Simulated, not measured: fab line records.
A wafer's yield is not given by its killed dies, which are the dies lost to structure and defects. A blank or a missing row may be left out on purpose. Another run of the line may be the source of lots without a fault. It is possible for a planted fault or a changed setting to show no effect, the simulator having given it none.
Chamber matching | flow n5-finfet | N5_BEOL_M3_PRE_CLEAN_60 on cvd-co-02: 3 sister chambers
The step time 15 s. 30 wafers are shown with their chamber, then 12 later ones without.

WAFERS PAIRED WITH THEIR CHAMBERS
wafer  | chamber | heater-power-w (W)
L075.2 | 0       | 124
L075.5 | 0       | 126
L075.6 | 2       | 69
L077.3 | 1       | 72
L077.5 | 2       | 69
L077.6 | 0       | 125
L076.3 | 2       | 68
L076.4 | 2       | 70
L076.5 | 0       | 129
L080.2 | 2       | 69
L080.4 | 2       | 68
L080.6 | 1       | 69
L081.1 | 1       | 68
L081.2 | 2       | 67
L081.3 | 2       | 69
L081.4 | 1       | 70
L081.5 | 1       | 69
L081.6 | 2       | 71
L085.3 | 2       | 71
L085.5 | 0       | 127
L085.6 | 2       | 71
L087.1 | 0       | 126
L087.3 | 2       | 72
L087.6 | 0       | 124
L090.1 | 2       | 70
L090.2 | 1       | 67
L090.3 | 0       | 128
L090.4 | 2       | 71
L090.5 | 0       | 124
L090.6 | 1       | 70

SIGNATURES, as means of the wafers listed above
reading        | chamber 0 | chamber 1 | chamber 2 | scatter within a chamber
heater-power-w | 125.89    | 69.29     | 69.64     | 1.6
Rule: a wafer lies at a distance from a chamber equal to the root of the sum of squares, over the readings, of (its reading less the chamber's mean, divided by the reading's scatter). The wafer belongs to the nearest chamber; if the next one is less than 2 further off, it can't be placed. The scatter: the root of (the sum of the squares of (reading less its chamber's mean) over the shown wafers, divided by (wafers less chambers)).

WAFERS WITHOUT THEIR CHAMBER
wafer  | heater-power-w (W)
L092.1 | 71
L092.2 | 127
L092.3 | 67
L092.4 | 128
L092.5 | 69
L092.6 | 69
L091.1 | 72
L091.2 | 128
L091.3 | 70
L091.4 | 126
L091.5 | 71
L091.6 | 69

WHICH CHAMBER EACH WENT THROUGH
wafer  | from the rows above     | in truth
L092.1 | can't be placed: 2 or 1 | 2
L092.2 | 0                       | 0
L092.3 | can't be placed: 1 or 2 | 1
L092.4 | 0                       | 0
L092.5 | can't be placed: 1 or 2 | 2
L092.6 | can't be placed: 1 or 2 | 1
L091.1 | can't be placed: 2 or 1 | 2
L091.2 | 0                       | 0
L091.3 | can't be placed: 2 or 1 | 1
L091.4 | 0                       | 0
L091.5 | can't be placed: 2 or 1 | 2
L091.6 | can't be placed: 1 or 2 | 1
Correct placement for 4 of the 12. Cannot be placed on the basis of these rows: 8; the candidates contain the true chamber in 8. Wrongly placed: 0.
